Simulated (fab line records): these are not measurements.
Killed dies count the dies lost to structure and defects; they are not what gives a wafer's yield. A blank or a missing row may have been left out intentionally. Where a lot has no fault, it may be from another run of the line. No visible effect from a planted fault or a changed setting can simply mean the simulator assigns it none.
fab line records -- flow nand-harc
[record] lots = 12, wafers = 36, last-day = 33
route steps=1302 shown A_BLC@1132 A_M0@1145
lots that met no fault: taken from a fault-free run of the same line
start-h: the number of hours between the record's first day and the start of the first shown wafer of the lot -- wait-h: hours elapsed since this lot's preceding step -- " identical to the entry in the row above -- L1.1+2: several wafers, shown together as one row -- - either no value or no given start -- * or withheld: withheld -- < > ~ a bound
route shown NAME@n: names a module that has steps shown in the file, with the first one's number in the route -- usual: mean/standard deviation taken from wafers without a fault -- same: alike in all rows -- chamber/n: place in a boat -- sites: each site's reading -- _std_site: the values' standard deviation -- _edge_site: inner sites' mean taken away from outer sites' mean -- radius-mm: how far each site lies from the wafer's centre -- mask NAME#n: copy n -- behind: the last tool/chamber to shape the wafer -- hold: the reason the lot was held/the length of the hold in hours/how it ended -- device: the n, p or np transistor that did not switch -- end of line: the route-end tests of the same wafers -- where a step has no rows: the recipe by itself -- killed: the dies lost at the first sort to structure and to defects; this is not the yield of the wafer -- map: a wafer's dies, x killed, . not, _ none there
set.NAME: the setting that was run; set.NAME@STEP: the one run at that earlier step -- model.NAME: the simulator's own value behind a step, which no gauge read
the route's steps for a sample of lots (tables are steps, rows are wafers)
services: from which hour (start-h, from the record's first day; less than 0 if before it) a tool's chamber was out of use, for how many hours, and why
[[steps]]
[step NHARC_A_BLC_CVD_24]
[recipe] target-thk-a = 1500, temp-c = 300, pressure-torr = 40, wf6-flow-sccm = 40, h2-flow-sccm = 1600, ar-flow-sccm = 1560, time-s = 434, material = W
[usual] heater-power-w = 486/27, mfc-ar-sccm = 1559/4.4, throttle-valve-pct = 8.03/0.3
lot.wafer,tool,chamber,start-h,wait-h,heater-power-w,mfc-ar-sccm,throttle-valve-pct
L369.2,cvd-w-02,0,-,-,494,1557,7.93
L369.1,cvd-w-02,1,-,-,436,1556,8.23
L369.6,cvd-w-02,1,-,-,442,1559,8.05
L370.2,cvd-w-02,0,-,-,491,1555,7.62
L370.3,cvd-w-02,0,-,-,487,1562,7.93
L370.6,cvd-w-02,0,-,-,490,1559,7.94
L372.1,cvd-w-02,1,-,-,454,1558,8.10
L372.2,cvd-w-02,0,-,-,495,1561,7.96
L372.3,cvd-w-02,1,-,-,447,1557,8.18
L373.2,cvd-w-02,1,-,-,454,1561,8.14
L373.3,cvd-w-02,0,-,-,495,1557,7.97
L373.4,cvd-w-02,1,-,-,455,1557,8.07
L371.2,cvd-w-01,0,-,-,512,1560,7.59
L371.4,cvd-w-01,0,-,-,513,1552,7.43
L371.5,cvd-w-01,1,-,-,470,1553,8.08
L375.4,cvd-w-01,1,-,-,472,1558,8.51
L375.3,cvd-w-01,0,-,-,528,1563,7.66
L375.6,cvd-w-01,1,-,-,475,1569,8.31
L377.2,cvd-w-01,0,-,-,522,1566,7.54
L377.6,cvd-w-01,1,-,-,482,1560,8.55
L377.5,cvd-w-01,0,-,-,536,1563,7.71
L380.3,cvd-w-01,0,-,-,535,1563,8.12
L380.5,cvd-w-01,1,-,-,487,1549,8.36
L380.6,cvd-w-01,0,-,-,524,1568,7.76
L383.1,cvd-w-01,1,-,-,478,1564,8.41
L383.4,cvd-w-01,0,-,-,523,1561,7.76
L383.3,cvd-w-01,1,-,-,482,1558,8.42
L387.1,cvd-w-01,0,-,-,519,1552,7.86
L387.2,cvd-w-01,1,-,-,479,1558,8.61
L387.4,cvd-w-01,1,-,-,490,1551,8.57
L389.2,cvd-w-02,1,-,-,447,1558,7.97
L389.3,cvd-w-02,0,-,-,472,1555,8.00
L389.4,cvd-w-02,1,-,-,447,1559,8.18
L388.2,cvd-w-02,1,-,-,453,1566,7.99
L388.3,cvd-w-02,0,-,-,460,1566,7.90
L388.6,cvd-w-02,1,-,-,453,1560,7.98
[step NHARC_A_M0_PEB_07]
[recipe] peb-temp-c = 100, peb-time-s = 65
[usual] heater-power-total-W = 156.6/0.41, plate-temp-C = 99.99/0.13, resist-line-temp-C = 23.00/0.11
[same] peb-time-s = 65
lot.wafer,tool,chamber,start-h,wait-h,heater-power-total-W,plate-temp-C,resist-line-temp-C
L369.1,litho-track-01,0,535.77,0.1,156.0,100.04,23.12
L369.2,litho-track-01,0,535.77,0.1,156.0,100.17,23.07
L369.6,litho-track-01,0,535.77,0.1,156.7,100.01,23.00
L370.2,litho-track-04,0,550.76,0.1,156.7,100.32,22.80
L370.3,litho-track-04,0,550.76,0.1,156.5,99.96,22.84
L370.6,litho-track-04,0,550.76,0.1,156.3,100.05,23.14
L372.1,litho-track-01,0,559.05,0.1,157.1,99.95,23.08
L372.2,litho-track-01,0,559.05,0.1,157.2,99.94,23.05
L372.3,litho-track-01,0,559.05,0.1,156.4,100.09,23.08
L373.2,litho-track-04,0,585.73,0.1,157.2,100.20,22.99
L373.3,litho-track-04,0,585.73,0.1,157.0,99.95,23.04
L373.4,litho-track-04,0,585.73,0.1,156.7,99.92,23.04
L371.2,litho-track-04,0,586.67,0.1,156.7,99.94,22.97
L371.4,litho-track-04,0,586.67,0.1,156.4,99.90,23.10
L371.5,litho-track-04,0,586.67,0.1,157.0,99.90,22.96
L375.3,litho-track-01,0,603.93,0.0,157.1,100.04,23.08
L375.4,litho-track-01,0,603.93,0.0,156.9,99.86,22.96
L375.6,litho-track-01,0,603.93,0.0,156.0,100.23,22.95
L377.2,litho-track-04,0,642.81,0.1,157.0,100.00,23.00
L377.5,litho-track-04,0,642.81,0.1,157.1,99.74,22.92
L377.6,litho-track-04,0,642.81,0.1,157.0,99.94,23.06
L380.3,litho-track-04,0,668.06,0.0,166.4,104.31,22.87
L380.5,litho-track-04,0,668.06,0.0,166.9,104.30,23.14
L380.6,litho-track-04,0,668.06,0.0,166.9,104.44,22.98
L383.1,litho-track-04,0,681.56,0.1,166.5,104.70,22.81
L383.3,litho-track-04,0,681.56,0.1,165.7,104.49,22.96
L383.4,litho-track-04,0,681.56,0.1,166.3,104.45,22.99
L387.1,litho-track-01,0,722.42,0.1,157.1,99.66,22.82
L387.2,litho-track-01,0,722.42,0.1,157.1,99.72,23.01
L387.4,litho-track-01,0,722.42,0.1,156.7,99.59,23.01
L389.2,litho-track-06,0,731.13,0.1,157.0,99.94,22.91
L389.3,litho-track-06,0,731.13,0.1,156.4,99.99,23.00
L389.4,litho-track-06,0,731.13,0.1,156.5,100.10,23.03
L388.2,litho-track-06,0,739.03,0.1,156.5,100.28,22.99
L388.3,litho-track-06,0,739.03,0.1,157.1,100.23,22.88
L388.6,litho-track-06,0,739.03,0.1,156.6,100.31,22.88
[step NHARC_A_M0_CD_MEAS_09]
[recipe] target-cd-nm = 80, landing-energy-ev = 500
[usual] cd-nm = 80.4/0.78
lot.wafer,tool,chamber,start-h,wait-h,cd-nm
L369.1,cd-sem-01,0,535.85,-,79.5
L369.2,cd-sem-01,0,535.85,-,79.1
L369.6,cd-sem-01,0,535.85,-,80.4
L370.2,cd-sem-02,0,550.84,-,80.1
L370.3,cd-sem-02,0,550.84,-,81.2
L370.6,cd-sem-02,0,550.84,-,82.0
L372.1,cd-sem-02,0,559.13,-,78.9
L372.2,cd-sem-02,0,559.13,-,80.7
L372.3,cd-sem-02,0,559.13,-,80.7
L373.2,cd-sem-01,0,585.81,-,81.8
L373.3,cd-sem-01,0,585.81,-,80.5
L373.4,cd-sem-01,0,585.81,-,81.4
L371.2,cd-sem-02,0,586.75,-,80.7
L371.4,cd-sem-02,0,586.75,-,80.7
L371.5,cd-sem-02,0,586.75,-,79.5
L375.3,cd-sem-01,0,604.01,-,81.1
L375.4,cd-sem-01,0,604.01,-,79.7
L375.6,cd-sem-01,0,604.01,-,79.9
L377.2,cd-sem-03,0,642.90,-,81.8
L377.5,cd-sem-03,0,642.90,-,80.1
L377.6,cd-sem-03,0,642.90,-,82.2
L380.3,cd-sem-02,0,668.14,-,95.1
L380.5,cd-sem-02,0,668.14,-,94.9
L380.6,cd-sem-02,0,668.14,-,96.2
L383.1,cd-sem-01,0,681.64,-,96.5
L383.3,cd-sem-01,0,681.64,-,95.4
L383.4,cd-sem-01,0,681.64,-,96.5
L387.1,cd-sem-03,0,722.50,-,81.5
L387.2,cd-sem-03,0,722.50,-,81.0
L387.4,cd-sem-03,0,722.50,-,81.1
L389.2,cd-sem-03,0,731.21,-,79.6
L389.3,cd-sem-03,0,731.21,-,80.2
L389.4,cd-sem-03,0,731.21,-,80.6
L388.2,cd-sem-01,0,739.11,-,79.8
L388.3,cd-sem-01,0,739.11,-,78.8
L388.6,cd-sem-01,0,739.11,-,79.8
[step NHARC_A_M0_PRE_CLEAN_29]
[recipe] time-s = 30, temp-c = 280, gas = H2/He
[usual] heater-power-w = 408/33
lot.wafer,tool,chamber,start-h,wait-h,heater-power-w
L369.1,pvd-sputter-01,-,-,-,372
L369.2,pvd-sputter-01,-,-,-,436
L369.6,pvd-sputter-01,-,-,-,421
L370.3,pvd-sputter-02,-,-,-,417
L370.2,pvd-sputter-02,-,-,-,380
L370.6,pvd-sputter-02,-,-,-,409
L372.2,pvd-sputter-03,-,-,-,375
L372.1,pvd-sputter-03,-,-,-,466
L372.3,pvd-sputter-03,-,-,-,365
L373.3,pvd-sputter-03,-,-,-,383
L373.2,pvd-sputter-03,-,-,-,459
L373.4,pvd-sputter-03,-,-,-,365
L371.2,pvd-sputter-02,-,-,-,409
L371.4,pvd-sputter-02,-,-,-,418
L371.5,pvd-sputter-02,-,-,-,415
L375.3,pvd-sputter-03,-,-,-,462
L375.4,pvd-sputter-03,-,-,-,356
L375.6,pvd-sputter-03,-,-,-,386
L377.2,pvd-sputter-03,-,-,-,361
L377.6,pvd-sputter-03,-,-,-,354
L377.5,pvd-sputter-03,-,-,-,374
L380.3,pvd-sputter-01,-,-,-,459
L380.5,pvd-sputter-01,-,-,-,384
L380.6,pvd-sputter-01,-,-,-,448
L383.3,pvd-sputter-02,-,-,-,405
L383.1,pvd-sputter-02,-,-,-,430
L383.4,pvd-sputter-02,-,-,-,383
L387.2,pvd-sputter-02,-,-,-,386
L387.4,pvd-sputter-02,-,-,-,417
L387.1,pvd-sputter-02,-,-,-,408
L389.4,pvd-sputter-02,-,-,-,382
L389.2,pvd-sputter-02,-,-,-,429
L389.3,pvd-sputter-02,-,-,-,406
L388.3,pvd-sputter-02,-,-,-,402
L388.2,pvd-sputter-02,-,-,-,410
L388.6,pvd-sputter-02,-,-,-,408
[step NHARC_A_M0_PVD_20]
[recipe] target-thk-a = 50, bias-v = 168.6, power-w = 15000, chamber-pressure-pa = 0.12, time-s = 8.06, substrate-temp-c = 50, material = TaN
[usual] throttle-valve-pct = 30.4/0.88
lot.wafer,tool,chamber,start-h,wait-h,throttle-valve-pct
L369.1,pvd-sputter-01,-,-,-,30.7
L369.2,pvd-sputter-01,-,-,-,31.9
L369.6,pvd-sputter-01,-,-,-,31.0
L370.3,pvd-sputter-02,-,-,-,31.6
L370.2,pvd-sputter-02,-,-,-,30.5
L370.6,pvd-sputter-02,-,-,-,29.6
L372.2,pvd-sputter-03,-,-,-,31.0
L372.1,pvd-sputter-03,-,-,-,29.1
L372.3,pvd-sputter-03,-,-,-,29.7
L373.2,pvd-sputter-03,-,-,-,29.2
L373.4,pvd-sputter-03,-,-,-,29.8
L373.3,pvd-sputter-03,-,-,-,31.1
L371.4,pvd-sputter-02,-,-,-,30.2
L371.2,pvd-sputter-02,-,-,-,30.0
L371.5,pvd-sputter-02,-,-,-,30.3
L375.4,pvd-sputter-03,-,-,-,30.7
L375.3,pvd-sputter-03,-,-,-,28.7
L375.6,pvd-sputter-03,-,-,-,31.2
L377.2,pvd-sputter-03,-,-,-,31.4
L377.5,pvd-sputter-03,-,-,-,31.1
L377.6,pvd-sputter-03,-,-,-,31.0
L380.3,pvd-sputter-01,-,-,-,30.2
L380.6,pvd-sputter-01,-,-,-,32.3
L380.5,pvd-sputter-01,-,-,-,29.7
L383.1,pvd-sputter-02,-,-,-,30.7
L383.4,pvd-sputter-02,-,-,-,29.6
L383.3,pvd-sputter-02,-,-,-,31.5
L387.1,pvd-sputter-02,-,-,-,29.5
L387.4,pvd-sputter-02,-,-,-,31.3
L387.2,pvd-sputter-02,-,-,-,30.0
L389.4,pvd-sputter-02,-,-,-,30.8
L389.3,pvd-sputter-02,-,-,-,29.5
L389.2,pvd-sputter-02,-,-,-,31.2
L388.2,pvd-sputter-02,-,-,-,30.0
L388.3,pvd-sputter-02,-,-,-,29.4
L388.6,pvd-sputter-02,-,-,-,30.8
[[services]]
tool,chamber,start-h,hours,kind
cvd-w-01,1,512.52,1.7,repair
pvd-sputter-02,-,518.09,1.1,repair
litho-track-06,-,529.01,7.0,pm
pvd-sputter-03,-,535.45,10.0,pm
pvd-sputter-02,-,538.30,4.0,repair
cvd-w-01,-,547.00,13.0,pm
cvd-w-01,0,547.00,13.0,vent-cycle
cvd-w-01,1,547.00,13.0,vent-cycle
litho-track-04,-,553.00,7.0,pm
cvd-w-01,0,560.00,-,clean
cvd-w-01,1,560.00,-,clean
pvd-sputter-01,-,582.03,10.0,pm
pvd-sputter-02,-,588.24,1.4,repair
cvd-w-01,0,606.92,5.2,repair
cvd-w-01,0,617.69,3.2,repair
cvd-w-02,-,631.00,13.0,pm
pvd-sputter-02,-,638.01,10.0,pm
cvd-w-01,-,652.55,0.2,repair
cvd-w-02,1,679.67,5.0,repair
litho-track-01,-,680.01,7.0,pm
litho-track-06,-,704.01,7.0,pm
pvd-sputter-03,-,713.45,10.0,pm
cvd-w-01,-,728.00,13.0,pm
litho-track-04,-,728.00,7.0,pm
[[key]]
[first-sign] step = NHARC_A_M0_PEB_07, reading = plate-temp-C, direction = up, sigmas = 34, usual = *, struck = *
[effect] step = NHARC_A_M0_PEB_07, reading = heater-power-total-W, direction = up, sigmas = 24, usual = *, struck = *
[effect] step = NHARC_A_M0_CD_MEAS_09, reading = cd-nm, direction = up, sigmas = 20, usual = 80.4, struck = 95.8
met-at NHARC_A_M0_PEB_07
struck-lots L380,L383
not-acting-at NHARC_A_BLC_CVD_24,NHARC_A_M0_PRE_CLEAN_29,NHARC_A_M0_PVD_20
onset-between 642.81 668.06
[fault] kind = process-parameter-drift, tool = litho-track-04, chamber = -, onset-h = 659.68, steps = NHARC_A_M0_PEB_07, channel = peb-temp-c, offset = *, shape = step, end-h = 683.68, acts-in = *, stated = *
